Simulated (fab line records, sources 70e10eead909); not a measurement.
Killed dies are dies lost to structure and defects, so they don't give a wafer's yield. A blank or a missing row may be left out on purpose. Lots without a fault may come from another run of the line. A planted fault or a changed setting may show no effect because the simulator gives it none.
Chamber matching | flow nand_harc | NHARC_A_SGD_CUT_ETCHBACK_24 on rie_diel-04: 4 sister chambers
The step etches the open film in CH3F/O2, target depth 50 nm, time 92.857 s. 4 wafers are shown with their chamber, then 11 later ones without.

WAFERS WITH THEIR CHAMBER
wafer  | chamber | showerhead_plenum_p_Torr (Torr)
L085.3 | 3       | 2.32
L090.5 | 1       | 2.63
L090.6 | 2       | 2.46
L092.4 | 0       | 2.43

WAFERS WITHOUT THEIR CHAMBER
wafer  | showerhead_plenum_p_Torr (Torr)
L092.5 | 2.43
L092.6 | 2.63
L091.2 | 2.46
L091.4 | 2.43
L091.5 | 2.32
L096.1 | 2.31
L096.4 | 2.43
L096.6 | 2.63
L097.1 | 2.46
L097.4 | 2.31
L097.5 | 2.45

WHICH CHAMBER EACH WENT THROUGH
wafer  | from the rows above     | in truth
L092.5 | 0                       | 0
L092.6 | 1                       | 1
L091.2 | 2                       | 2
L091.4 | 0                       | 0
L091.5 | 3                       | 3
L096.1 | 3                       | 3
L096.4 | 0                       | 0
L096.6 | 1                       | 1
L097.1 | 2                       | 2
L097.4 | 3                       | 3
L097.5 | can't be placed: 2 or 0 | 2
Placed correctly: 10 of 11. Can't be placed from these rows: 1 (the true chamber is among the candidates in 1). Placed wrongly: 0.
How it was worked out, from the rows above alone: a wafer's distance from a chamber is the root of the sum, over the readings, of the square of ((its reading less the chamber's mean) divided by the reading's scatter). The wafer belongs to the nearest chamber; if the next one is less than 2 further off, it can't be placed. A chamber's mean is the mean of its shown wafers. The scatter: with one shown wafer a chamber, the root of the mean of the squares of how far each hidden wafer lies from its nearest shown one.
